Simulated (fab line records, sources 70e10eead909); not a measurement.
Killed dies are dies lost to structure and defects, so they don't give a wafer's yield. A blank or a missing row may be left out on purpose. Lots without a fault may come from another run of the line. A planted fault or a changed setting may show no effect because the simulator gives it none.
fab line records | flow nand_harc
record lots=24 wafers=72 last_day=25
route steps=1159 shown A_CONTACT@914 A_BLC@985 A_M0@1009 A_M1@1037
lots that met no fault: from a run of the same line without faults
start_h: hours from the record's first day to the start of the lot's first wafer shown | wait_h: hours since the lot's step before | " the same as in the row above | L1.1+2: a row that stands for several wafers | - no value, or no start given | * or withheld: withheld | < > ~ a bound
route shown NAME@n: a module of which the file shows steps, and the number in the route of the first | usual: mean/standard deviation of fault-free wafers | same: alike in all rows | chamber/n: place in a boat | sites: the reading at each site | _std_site: their standard deviation | _edge_site: outer sites' mean less inner sites' | radius_mm: how far each site lies from the wafer's centre | mask NAME#n: copy n | behind: the tool/chamber that last shaped the wafer | hold: why the lot was held/for how many hours/how that ended | device: the transistor (n, p or np) that didn't switch | end of line: the same wafers' tests at the end of the route | a step without rows: its recipe alone | killed: dies lost to structure and defects at the first sort, not the wafer's yield | map: a wafer's dies, x killed, . not, _ none there
set.NAME: the setting as run; set.NAME@STEP: as run at that earlier step | model.NAME: the simulator's own value behind a step, which no gauge read
steps of the route over a sample of lots; a table a step, a row a wafer
services: from which hour (start_h, from the record's first day; less than 0 if before it) a tool's chamber was out of use, for how many hours, and why
## steps
# step NHARC_A_CONTACT_ETCH_91
# recipe target_depth_a=400 over_etch_frac=0.5 time_s=85.7 ion_energy_ev=120 ch3f_flow_sccm=50 o2_flow_sccm=30 ar_flow_sccm=200 rf_w=500 bias_w=100 chemistry=CH3F/O2
# usual drypump_motor_current_A=5.8/0.4 oes_product_au=0.935/0.026 rf_vpp_V=244.3/1.7 showerhead_plenum_p_Torr=2.45/0.11 throttle_valve_pct=20.664/0.0088
# columns lot.wafer tool chamber start_h wait_h drypump_motor_current_A oes_product_au rf_hours_counter_h rf_vpp_V showerhead_plenum_p_Torr throttle_valve_pct
L074.4 rie_diel-06 3 379.12 0.4 5.7 0.933 48 246.3 2.53 20.654
L074.3 " 1 " " 6.2 0.934 49 240.9 2.31 20.668
L074.5 " 2 " " 5.7 0.915 - 242.5 2.31 20.651
L076.2 rie_diel-06 1 380.73 0.5 6.3 0.925 50 242.9 2.31 20.674
L076.3 " 3 " " 5.8 0.922 48 247.1 2.53 20.663
L076.6 " 1 " " 6.2 0.939 - 241.9 2.31 20.668
L075.4 rie_diel-06 3 381.14 0.4 5.8 0.925 49 245.2 2.53 20.659
L075.2 " 1 " " 6.2 0.917 50 242.8 2.31 20.669
L075.5 " 3 " " 5.7 0.934 - 245.2 2.53 20.682
L077.4 rie_diel-08 1 390.50 0.4 6.1 0.905 18 243.4 2.40 20.666
L077.1 " 2 " " 4.9 0.936 15 246.1 2.60 20.679
L077.5 " 1 " " 6.1 0.912 - 243.3 2.40 20.653
L079.4 rie_diel-04 2 396.96 0.4 5.6 1.003 27 247.0 2.62 20.675
L079.1 " 0 " " 5.7 0.932 36 244.6 2.51 20.669
L079.5 " 1 " " 5.5 0.933 - 244.2 2.41 20.671
L078.4 rie_diel-04 1 400.66 0.4 5.5 0.928 37 245.3 2.41 20.667
L078.1 " 3 " " 5.9 0.903 40 245.8 2.52 20.676
L078.3 " 0 " " 5.7 0.931 39 244.8 2.51 20.663
L080.2 rie_diel-04 0 406.93 0.5 5.7 0.931 42 245.6 2.51 20.673
L080.5 " 2 " " 5.7 0.926 - 245.9 2.62 20.676
L080.6 " 3 " " 5.9 0.918 - 247.1 2.52 20.665
L081.4 rie_diel-04 0 418.71 0.4 5.7 0.914 45 245.0 2.51 20.645
L081.2 " 1 " " 5.5 0.922 43 244.4 2.41 20.664
L081.6 " 3 " " 6.0 0.919 - 243.9 2.52 20.674
L082.1 rie_diel-04 2 430.92 0.5 5.6 0.923 40 246.3 2.62 20.667
L082.2 " 1 " " 5.5 0.915 47 244.2 2.41 20.655
L082.6 " 2 " " 5.6 0.918 - 246.4 2.62 20.671
L084.4 rie_diel-08 2 434.76 0.4 4.9 0.916 22 247.5 2.60 20.667
L084.3 " 0 " " 6.3 0.942 21 242.8 2.37 20.672
L084.1 " 1 " " 6.1 0.912 25 243.1 2.40 20.684
L083.3 rie_diel-04 2 436.26 0.5 5.6 0.928 42 246.7 2.62 20.668
L083.5 " 1 " " 5.5 0.924 - 242.7 2.41 20.658
L083.4 " 2 " " 5.6 0.921 - 247.9 2.62 20.673
L088.3 rie_diel-08 0 444.96 0.4 6.3 1.004 22 242.3 2.37 20.668
L088.1 " 3 " " 6.2 1.002 19 243.6 2.34 20.670
L088.6 " 1 " " 6.1 0.976 - 243.0 2.39 20.669
L087.4 rie_diel-08 0 445.30 0.4 6.3 0.992 22 243.2 2.37 20.632
L087.2 " 1 " " 6.1 0.978 26 244.1 2.40 20.665
L087.5 " 3 " " 6.2 1.001 - 242.2 2.34 20.661
L086.2 rie_diel-06 1 449.31 0.5 6.2 0.938 9 240.1 2.30 20.648
L086.3 " 2 " " 5.7 0.929 10 242.4 2.30 20.646
L086.5 " 1 " " 6.2 0.939 - 242.5 2.30 20.672
L085.1 rie_diel-04 3 459.42 0.5 6.0 0.911 54 245.4 2.52 20.654
L085.3 " 1 " " 5.5 0.924 61 243.5 2.40 20.657
L085.2 " 2 " " 5.6 0.935 53 244.6 2.61 20.670
L089.3 rie_diel-04 1 459.54 0.5 5.5 0.921 61 244.4 2.40 20.662
L089.6 " 3 " " 6.0 0.922 - 245.6 2.52 20.677
L089.5 " 0 " " 5.7 0.930 - 244.0 2.50 20.667
L091.3 rie_diel-08 2 468.86 0.4 4.9 0.917 30 246.2 2.59 20.669
L091.4 " 3 " " 6.2 0.921 24 243.0 2.34 20.663
L091.5 " 3 " " 6.2 0.921 - 242.9 2.34 20.658
L090.1 rie_diel-08 0 472.97 0.7 6.3 0.934 29 243.4 2.37 20.674
L090.4 " 1 " " 6.1 0.916 33 243.2 2.39 20.667
L090.5 " 3 " " 6.2 0.931 - 243.6 2.34 20.671
L093.1 rie_diel-04 0 486.98 0.5 5.7 0.985 2 245.3 2.50 20.664
L093.3 " 1 " " 5.5 0.998 3 244.7 2.40 20.667
L093.5 " 0 " " 5.7 0.990 - 244.5 2.50 20.670
L092.3 rie_diel-04 3 487.26 0.5 6.0 0.921 3 245.2 2.52 20.663
L092.6 " 0 " " 5.7 0.910 - 245.6 2.50 20.658
L092.5 " 1 " " 5.5 0.920 - 244.9 2.40 20.656
L094.1 rie_diel-08 0 497.98 0.5 6.3 0.937 2 243.4 2.37 20.647
L094.3 " 3 " " 6.2 0.925 2 243.2 2.34 20.659
L094.6 " 1 " " 6.1 0.914 - 242.6 2.39 20.676
L097.1 rie_diel-08 0 514.08 0.5 6.3 0.940 4 243.4 2.37 20.671
L097.2 " 1 " " 6.2 0.929 2 242.0 2.39 20.661
L097.6 " 0 " " 6.3 0.935 - 242.2 2.36 20.665
L095.3 rie_diel-08 2 529.53 0.4 4.9 0.938 7 246.2 2.59 20.649
L095.1 " 3 " " 6.2 0.938 8 243.0 2.34 20.664
L095.5 " 2 " " 4.9 0.937 - 246.0 2.59 20.666
L096.2 rie_diel-08 1 535.17 0.6 6.1 0.926 8 244.0 2.39 20.656
L096.4 " 0 " " 6.3 0.941 11 242.0 2.36 20.648
L096.5 " 2 " " 4.9 0.925 - 246.2 2.59 20.669
# step NHARC_A_CONTACT_STRIP_82
# recipe o2_flow_sccm=500 ar_flow_sccm=0 bias_w=0 chemistry=O2
# usual drypump_motor_current_A=5.8/0.46 oes_product_au=0.998/0.011 rf_vpp_V=57.7/0.88 showerhead_plenum_p_Torr=3.52/0.15 throttle_valve_pct=17.034/0.0078
# columns lot.wafer tool chamber start_h wait_h drypump_motor_current_A oes_product_au rf_hours_counter_h rf_vpp_V showerhead_plenum_p_Torr throttle_valve_pct
L074.3 rie_diel-08 3 - - 6.2 1.007 9 57.1 3.37 17.032
L074.4 " 0 " " 6.3 1.004 12 56.5 3.41 17.023
L074.5 " 2 " " 4.9 0.997 - 57.8 3.72 17.049
L076.3 rie_diel-08 3 - - 6.2 1.012 9 57.6 3.37 17.034
L076.2 " 0 " " 6.3 1.006 13 56.9 3.41 17.038
L076.6 " 0 " " 6.3 1.001 - 58.9 3.41 17.041
L075.4 rie_diel-08 1 - - 6.1 0.981 16 58.7 3.45 17.060
L075.2 " 3 " " 6.2 1.017 10 58.4 3.37 17.024
L075.5 " 1 " " 6.2 0.978 - 57.1 3.45 17.048
L077.1 rie_diel-04 2 - - 5.6 1.017 26 58.9 3.76 17.041
L077.4 " 0 " " 5.7 1.005 35 56.4 3.60 17.036
L077.5 " 3 " " 6.0 0.999 - 58.3 3.62 17.052
L079.4 rie_diel-08 1 - - 6.1 0.977 19 57.3 3.44 17.043
L079.1 " 2 " " 4.9 1.002 17 58.5 3.72 17.035
L079.5 " 1 " " 6.1 0.982 - 56.9 3.44 17.032
L078.1 rie_diel-06 1 - - 6.3 0.985 58 56.2 3.32 17.040
L078.3 " 3 " " 5.8 0.999 57 57.8 3.62 17.020
L078.4 " 0 " " 5.6 1.013 55 57.4 3.28 17.043
L080.2 rie_diel-04 3 - - 5.9 0.991 43 57.6 3.62 17.043
L080.5 " 2 " " 5.6 0.992 - 58.1 3.75 17.025
L080.6 " 3 " " 5.9 0.982 - 57.5 3.62 17.035
L081.2 rie_diel-08 3 - - 6.2 1.006 15 58.0 3.37 17.021
L081.4 " 0 " " 6.3 0.994 18 58.0 3.41 17.024
L081.6 " 1 " " 6.1 0.987 - 58.0 3.44 17.037
L082.1 rie_diel-08 1 - - 6.1 0.985 24 57.2 3.44 17.040
L082.2 " 2 " " 4.9 0.988 22 58.4 3.72 17.019
L082.6 " 3 " " 6.2 1.006 - 57.3 3.37 17.020
L084.3 rie_diel-08 3 - - 6.2 1.005 18 57.6 3.37 17.024
L084.1 " 0 " " 6.3 1.006 21 58.2 3.41 17.042
L084.4 " 2 " " 4.9 1.000 23 58.6 3.72 17.038
L083.4 rie_diel-08 3 - - 6.2 0.995 18 57.8 3.37 17.026
L083.3 " 0 " " 6.3 1.009 21 57.3 3.41 17.043
L083.5 " 3 " " 6.2 1.010 - 56.8 3.37 17.038
L088.1 rie_diel-04 3 - - 5.9 0.986 48 59.1 3.61 17.028
L088.3 " 1 " " 5.5 0.998 54 56.4 3.45 17.034
L088.6 " 0 " " 5.7 0.991 - 58.3 3.59 17.040
L087.4 rie_diel-08 3 - - 6.2 1.010 19 57.2 3.37 17.034
L087.2 " 0 " " 6.3 1.009 22 57.6 3.40 17.045
L087.5 " 1 " " 6.1 0.981 - 57.3 3.44 17.032
L086.3 rie_diel-06 3 - - 5.8 1.002 10 57.6 3.61 17.028
L086.2 " 2 " " 5.7 1.002 10 55.7 3.31 17.030
L086.5 " 3 " " 5.8 0.997 - 58.0 3.61 17.039
L085.3 rie_diel-04 2 - - 5.6 1.004 53 58.6 3.74 17.030
L085.1 " 3 " " 6.0 0.977 54 58.3 3.61 17.035
L085.2 " 0 " " 5.7 1.001 61 58.8 3.59 17.041
L089.3 rie_diel-04 2 - - 5.6 1.000 53 58.8 3.74 17.039
L089.5 " 2 " " 5.6 1.006 - 58.6 3.74 17.028
L089.6 " 3 " " 6.0 0.986 - 57.8 3.61 17.031
L091.3 rie_diel-08 0 - - 6.3 1.004 28 58.0 3.40 17.036
L091.4 " 3 " " 6.2 1.001 24 58.5 3.36 17.028
L091.5 " 0 " " 6.3 0.990 - 57.5 3.40 17.043
L090.4 rie_diel-08 1 - - 6.1 0.983 33 57.9 3.44 17.033
L090.1 " 2 " " 4.9 0.995 30 57.7 3.71 17.040
L090.5 " 2 " " 4.9 0.991 - 57.7 3.71 17.028
L093.1 rie_diel-06 0 - - 5.6 0.999 25 58.8 3.79 17.027
L093.3 " 1 " " 6.2 1.003 25 56.8 3.30 17.034
L093.5 " 0 " " 5.6 0.997 - 57.9 3.79 17.045
L092.3 rie_diel-04 0 - - 5.7 0.981 2 58.5 3.59 17.043
L092.5 " 0 " " 5.7 0.982 - 56.9 3.59 17.039
L092.6 " 1 " " 5.5 1.005 - 57.5 3.45 17.031
L094.1 rie_diel-08 2 - - 4.9 1.001 1 57.9 3.71 17.038
L094.3 " 0 " " 6.3 1.008 2 57.8 3.40 17.038
L094.6 " 3 " " 6.2 0.994 - 58.0 3.36 17.044
L097.2 rie_diel-08 0 - - 6.3 1.009 5 57.5 3.40 17.034
L097.1 " 2 " " 4.9 1.018 4 57.2 3.71 17.045
L097.6 " 0 " " 6.3 1.004 - 58.6 3.40 17.033
L095.1 rie_diel-04 2 - - 5.6 0.996 17 58.2 3.73 17.037
L095.3 " 1 " " 5.5 0.996 16 58.5 3.44 17.042
L095.5 " 3 " " 6.0 1.005 - 59.5 3.60 17.018
L096.4 rie_diel-08 2 - - 4.9 1.019 9 56.8 3.71 17.024
L096.2 " 3 " " 6.2 0.998 10 58.4 3.36 17.027
L096.5 " 1 " " 6.2 1.007 - 57.7 3.43 17.034
# step NHARC_A_BLC_DEGAS_30
# recipe temp_c=300 time_s=60
# usual heater_power_w=487/53
# columns lot.wafer tool chamber start_h wait_h heater_power_w
L074.3 pvd_sputter-03 - 393.83 - 396
L074.4 " - " " 561
L074.5 " - " " 526
L076.3 pvd_sputter-01 - 397.81 - 537
L076.2 " - " " 495
L076.6 " - " " 539
L075.4 pvd_sputter-03 - 398.50 - 541
L075.2 " - " " 454
L075.5 " - " " 521
L077.1 pvd_sputter-01 - 401.11 - 433
L077.4 " - " " 545
L077.5 " - " " 417
L079.4 pvd_sputter-02 - 407.22 - 468
L079.1 " - " " 454
L079.5 " - " " 570
L078.1 pvd_sputter-01 - 413.36 - 536
L078.4 " - " " 465
L078.3 " - " " 420
L080.2 pvd_sputter-02 - 422.84 - 422
L080.5 " - " " 562
L080.6 " - " " 437
L081.4 pvd_sputter-02 - 432.64 - 440
L081.2 " - " " 471
L081.6 " - " " 573
L082.1 pvd_sputter-01 - 446.91 - 495
L082.2 " - " " 435
L082.6 " - " " 470
L084.3 pvd_sputter-03 - 450.16 - 526
L084.4 " - " " 557
L084.1 " - " " 445
L083.3 pvd_sputter-01 - 450.46 - 551
L083.4 " - " " 500
L083.5 " - " " 563
L088.3 pvd_sputter-02 - 457.99 - 465
L088.1 " - " " 574
L088.6 " - " " 466
L087.4 pvd_sputter-01 - 458.73 - 506
L087.2 " - " " 421
L087.5 " - " " 473
L086.2 pvd_sputter-02 - 461.17 - 467
L086.3 " - " " 463
L086.5 " - " " 435
L089.3 pvd_sputter-03 - 471.64 - 530
L089.6 " - " " 532
L089.5 " - " " 523
L085.1 pvd_sputter-01 - 471.99 - 548
L085.2 " - " " 462
L085.3 " - " " 500
L091.4 pvd_sputter-03 - 479.59 - 518
L091.3 " - " " 433
L091.5 " - " " 529
L090.4 pvd_sputter-03 - 494.57 - 532
L090.1 " - " " 454
L090.5 " - " " 432
L093.3 pvd_sputter-03 - 502.39 - 439
L093.1 " - " " 439
L093.5 " - " " 526
L092.3 pvd_sputter-02 - 503.21 - 471
L092.6 " - " " 564
L092.5 " - " " 431
L094.1 pvd_sputter-02 - 511.03 - 435
L094.3 " - " " 462
L094.6 " - " " 432
L097.2 pvd_sputter-01 - 525.67 - 545
L097.1 " - " " 451
L097.6 " - " " 450
L095.3 pvd_sputter-01 - 544.53 - 433
L095.1 " - " " 453
L095.5 " - " " 430
L096.4 pvd_sputter-02 - 549.35 - 464
L096.2 " - " " 441
L096.5 " - " " 473
# step NHARC_A_M0_ETCH_15
# recipe target_depth_a=1500 overetch_a=150 time_s=82.5 c4f8_flow_sccm=withheld ar_flow_sccm=400 rf_w=600 bias_w=300 chemistry=C4F8/Ar
# usual oes_product_au=0.949/0.021 rf_vpp_V=440.2/2.6
# columns lot.wafer tool chamber start_h wait_h oes_product_au rf_hours_counter_h rf_vpp_V
L074.4 rie_diel-01 0 - - 0.931 6 441.5
L074.3 " 1 " " 0.932 7 440.0
L074.5 " 0 " " 0.927 - 440.2
L076.3 rie_diel-11 0 - - 0.932 2 437.1
L076.2 " 1 " " 0.932 2 444.7
L076.6 " 1 " " 0.914 - 444.4
L075.4 rie_diel-01 3 - - 0.968 5 438.0
L075.2 " 1 " " 0.954 7 440.0
L075.5 " 2 " " 0.957 - 440.1
L077.1 rie_diel-11 3 - - 0.984 3 438.2
L077.5 " 3 " " 0.968 - 440.2
L077.4 " 1 " " 0.955 - 444.9
L079.1 rie_diel-01 2 - - 0.930 6 441.7
L079.4 " 3 " " 0.927 6 437.7
L079.5 " 3 " " 0.917 - 437.0
L078.1 rie_diel-11 2 - - 0.965 3 442.5
L078.4 " 0 " " 0.980 5 438.1
L078.3 " 1 " " 0.968 5 445.2
L080.2 rie_diel-11 1 - - 0.936 5 446.1
L080.6 " 2 " " 0.956 - 441.1
L080.5 " 3 " " 0.963 - 440.5
L081.2 rie_diel-01 2 - - 0.960 8 441.4
L081.4 " 2 " " 0.962 - 440.2
L081.6 " 3 " " 0.958 - 437.4
L082.2 rie_diel-11 1 - - 0.917 7 445.4
L082.1 " 2 " " 0.929 6 443.2
L082.6 " 0 " " 0.918 - 437.9
L084.3 rie_diel-07 3 - - 0.966 2 437.1
L084.4 " 0 " " 0.984 2 441.9
L084.1 " 1 " " 0.958 2 435.6
L083.3 rie_diel-11 0 - - 0.930 8 438.2
L083.4 " 1 " " 0.916 8 443.8
L083.5 " 3 " " 0.924 - 440.3
L088.3 rie_diel-07 0 - - 0.951 3 442.4
L088.1 " 2 " " 0.980 3 441.1
L088.6 " 0 " " 0.963 - 442.4
L087.4 rie_diel-11 2 - - 0.937 7 441.7
L087.2 " 0 " " 0.922 8 438.4
L087.5 " 3 " " 0.915 - 438.0
L086.3 rie_diel-11 1 - - 0.908 9 446.0
L086.2 " 3 " " 0.929 8 439.4
L086.5 " 2 " " 0.923 - 442.4
L089.3 rie_diel-07 2 - - 0.969 4 439.5
L089.5 " 3 " " 0.967 - 436.8
L089.6 " 0 " " 0.956 - 443.1
L085.1 rie_diel-01 0 - - 0.946 10 441.1
L085.2 " 1 " " 0.946 10 439.5
L085.3 " 3 " " 0.957 9 436.8
L091.4 rie_diel-07 3 - - 0.947 5 438.3
L091.3 " 1 " " 0.948 5 435.1
L091.5 " 2 " " 0.969 - 440.7
L090.4 rie_diel-07 2 - - 0.975 5 441.1
L090.1 " 1 " " 0.945 5 435.2
L090.5 " 2 " " 0.964 - 438.9
L093.1 rie_diel-01 0 - - 0.983 1 441.8
L093.3 " 3 " " 0.982 1 436.2
L093.5 " 0 " " 0.983 - 439.6
L092.3 rie_diel-07 1 - - 0.954 6 437.3
L092.6 " 3 " " 0.972 - 436.5
L092.5 " 0 " " 0.961 - 442.9
L094.1 rie_diel-11 3 - - 0.922 10 438.6
L094.3 " 0 " " 0.924 13 438.0
L094.6 " 2 " " 0.938 - 441.8
L097.2 rie_diel-11 0 - - 0.925 15 437.8
L097.1 " 1 " " 0.907 15 446.0
L097.6 " 3 " " 0.920 - 438.7
L095.3 rie_diel-07 3 - - 0.967 8 438.3
L095.1 " 0 " " 0.958 8 444.3
L095.5 " 0 " " 0.953 - 441.8
L096.2 rie_diel-11 3 - - 0.961 1 440.3
L096.5 " 1 " " 0.958 - 445.3
L096.4 " 0 " " 0.962 - 437.1
# step NHARC_A_M0_PRE_CLEAN_31
# recipe time_s=12 temp_c=370 rf_power_w=300 gas=NH3
# usual heater_power_w=637/87
# columns lot.wafer tool chamber start_h wait_h heater_power_w since_wet_clean_h
L074.3 pecvd-04 0 400.68 0.1 574 11
L074.5 " 0 " " 571 -
L074.4 " 1 " " 548 -
L076.3 pecvd-02 1 403.06 0.1 551 56
L076.2 " 2 " " 769 56
L076.6 " 2 " " 786 -
L075.2 pecvd-03 2 403.62 0.1 657 98
L075.4 " 1 " " 712 -
L075.5 " 2 " " 659 -
L077.1 pecvd-02 2 406.25 0.1 783 59
L077.4 " 2 " " 758 -
L077.5 " 0 " " 841 -
L079.1 pecvd-04 1 412.22 0.1 504 23
L079.4 " 1 " " 507 -
L079.5 " 2 " " 613 -
L078.1 pecvd-04 1 423.72 0.1 577 34
L078.3 " 2 " " 631 34
L078.4 " 1 " " 581 -
L080.2 pecvd-04 2 428.56 0.1 587 39
L080.6 " 1 " " 542 -
L080.5 " 2 " " 597 -
L081.2 pecvd-04 0 439.26 0.6 683 50
L081.6 " 2 " " 636 -
L081.4 " 1 " " 525 -
L082.2 pecvd-02 0 451.91 0.1 873 105
L082.1 " 1 " " 576 105
L082.6 " 2 " " 768 -
L084.1 pecvd-03 1 458.43 0.1 619 153
L084.3 " 0 " " 644 153
L084.4 " 0 " " 640 -
L083.3 pecvd-02 2 458.64 0.1 758 112
L083.4 " 0 " " 731 -
L083.5 " 1 " " 543 -
L088.1 pecvd-03 1 463.07 0.1 711 158
L088.3 " 2 " " 682 158
L088.6 " 2 " " 689 -
L087.2 pecvd-04 0 463.79 0.1 634 74
L087.4 " 0 " " 637 -
L087.5 " 1 " " 561 -
L086.3 pecvd-04 2 466.20 0.1 611 77
L086.2 " 0 " " 646 77
L086.5 " 2 " " 606 -
L089.3 pecvd-04 2 476.71 0.1 518 87
L089.5 " 2 " " 508 -
L089.6 " 1 " " 554 -
L085.3 pecvd-04 1 477.10 0.1 597 88
L085.1 " 2 " " 546 88
L085.2 " 0 " " 703 88
L091.3 pecvd-03 1 495.25 0.1 715 9
L091.5 " 0 " " 569 -
L091.4 " 1 " " 710 -
L090.1 pecvd-04 2 499.62 0.1 626 110
L090.5 " 0 " " 653 -
L090.4 " 2 " " 633 -
L093.1 pecvd-03 2 510.13 0.1 643 24
L093.3 " 0 " " 528 24
L093.5 " 1 " " 654 -
L092.3 pecvd-04 0 510.73 0.2 684 121
L092.5 " 0 " " 703 -
L092.6 " 1 " " 567 -
L094.3 pecvd-04 2 516.90 0.1 642 128
L094.1 " 1 " " 540 128
L094.6 " 0 " " 613 -
L097.2 pecvd-02 2 533.30 0.1 712 5
L097.1 " 0 " " 839 5
L097.6 " 1 " " 575 -
L095.1 pecvd-03 1 550.76 0.1 646 64
L095.3 " 0 " " 592 64
L095.5 " 1 " " 652 -
L096.2 pecvd-02 2 558.31 0.1 750 30
L096.4 " 2 " " 747 -
L096.5 " 1 " " 514 -
# step NHARC_A_M1_OVL_MEAS_10
# recipe pitch_nm=240
# usual overlay_x_nm=0.0/0.88 overlay_y_nm=-0.1/0.74
# columns lot.wafer tool chamber start_h wait_h overlay_x_nm overlay_y_nm
L074.3 overlay-02 - 402.06 - -0.4 -1.2
L074.4 " - " " 0.0 -1.5
L074.5 " - " " 0.3 -1.1
L076.2 overlay-01 - 404.45 - -0.7 0.5
L076.3 " - " " -1.1 -0.3
L076.6 " - " " -1.6 -0.1
L075.2 overlay-02 - 404.89 - -1.0 -0.1
L075.4 " - " " -0.3 -0.8
L075.5 " - " " -0.1 -0.7
L077.1 overlay-01 - 407.69 - 0.6 -0.5
L077.4 " - " " 0.4 -0.2
L077.5 " - " " 0.4 -0.2
L079.1 overlay-02 - 413.51 - -0.6 -0.3
L079.4 " - " " -1.0 -0.5
L079.5 " - " " -1.1 -0.1
L078.1 overlay-02 - 425.11 - 0.0 -0.1
L078.3 " - " " 0.2 0.0
L078.4 " - " " -0.1 -0.5
L080.2 overlay-01 - 430.01 - 0.4 1.0
L080.5 " - " " 0.3 0.7
L080.6 " - " " 1.1 0.6
L081.2 overlay-02 - 440.66 - -1.0 0.0
L081.4 " - " " -0.9 -0.3
L081.6 " - " " -1.3 -0.3
L082.1 overlay-01 - 453.31 - -1.7 1.5
L082.2 " - " " -1.9 1.5
L082.6 " - " " -1.5 1.8
L084.1 overlay-01 - 459.84 - 0.5 -0.8
L084.3 " - " " 0.5 -0.7
L084.4 " - " " 0.7 -0.7
L083.3 overlay-02 - 460.00 - -0.5 -0.8
L083.4 " - " " -0.4 -1.1
L083.5 " - " " -0.2 -0.7
L088.1 overlay-02 - 464.46 - 1.1 0.7
L088.3 " - " " 0.9 0.9
L088.6 " - " " 0.9 0.2
L087.2 overlay-01 - 465.19 - -0.8 -0.1
L087.4 " - " " -0.7 0.0
L087.5 " - " " -1.1 -0.9
L086.2 overlay-01 - 467.62 - 0.3 1.0
L086.3 " - " " 0.9 1.1
L086.5 " - " " 0.4 1.2
L089.3 overlay-02 - 478.36 - -1.1 -0.2
L089.5 " - " " -1.1 -0.1
L089.6 " - " " -1.0 0.1
L085.1 overlay-01 - 478.51 - -1.3 -0.3
L085.2 " - " " -1.0 -0.3
L085.3 " - " " -1.7 -0.3
L091.3 overlay-01 - 496.61 - -1.4 0.8
L091.4 " - " " -1.2 0.5
L091.5 " - " " -0.9 0.7
L090.1 overlay-01 - 501.01 - -0.2 0.3
L090.4 " - " " 0.8 0.5
L090.5 " - " " 0.1 0.2
L093.1 overlay-02 - 511.59 - 0.9 0.0
L093.3 " - " " 0.5 0.6
L093.5 " - " " 1.1 0.1
L092.3 overlay-02 - 512.15 - 0.7 -1.4
L092.5 " - " " 1.3 -1.2
L092.6 " - " " 0.7 -1.2
L094.1 overlay-02 - 518.19 - 0.7 -0.1
L094.3 " - " " 1.1 0.5
L094.6 " - " " 0.8 -0.3
L097.1 overlay-02 - 534.68 - 1.8 -0.2
L097.2 " - " " 1.5 -0.4
L097.6 " - " " 1.1 -0.5
L095.1 overlay-01 - 552.18 - 0.1 0.6
L095.3 " - " " 0.7 1.1
L095.5 " - " " 0.6 1.3
L096.2 overlay-01 - 559.70 - 0.9 -0.3
L096.4 " - " " 1.1 -0.4
L096.5 " - " " 0.8 -0.6
## services
# columns tool chamber start_h hours kind
rie_diel-11 - 366.50 9.0 pm
pvd_sputter-03 - 373.09 3.2 repair
pecvd-04 - 376.32 13.0 pm
rie_diel-07 0 380.67 6.1 repair
rie_diel-08 2 384.74 5.2 repair
pvd_sputter-02 - 385.61 10.0 repair
rie_diel-11 2 399.75 4.5 repair
rie_diel-07 - 402.40 1.2 repair
rie_diel-07 - 405.20 9.0 pm
pvd_sputter-03 - 418.19 5.3 repair
rie_diel-04 3 419.08 20.6 repair
rie_diel-06 - 419.80 9.0 pm
pvd_sputter-03 - 431.64 1.4 repair
pvd_sputter-03 - 458.00 10.0 pm
rie_diel-04 - 466.31 9.0 pm
rie_diel-08 - 478.86 9.0 pm
rie_diel-11 3 497.82 12.3 repair
rie_diel-08 - 504.61 0.9 repair
rie_diel-08 1 510.47 3.5 repair
pvd_sputter-01 - 514.05 10.0 pm
rie_diel-08 1 539.98 9.6 repair
rie_diel-11 - 543.50 9.0 pm
rie_diel-11 2 555.30 3.9 repair
pecvd-04 - 557.32 13.0 pm
## key
fault none
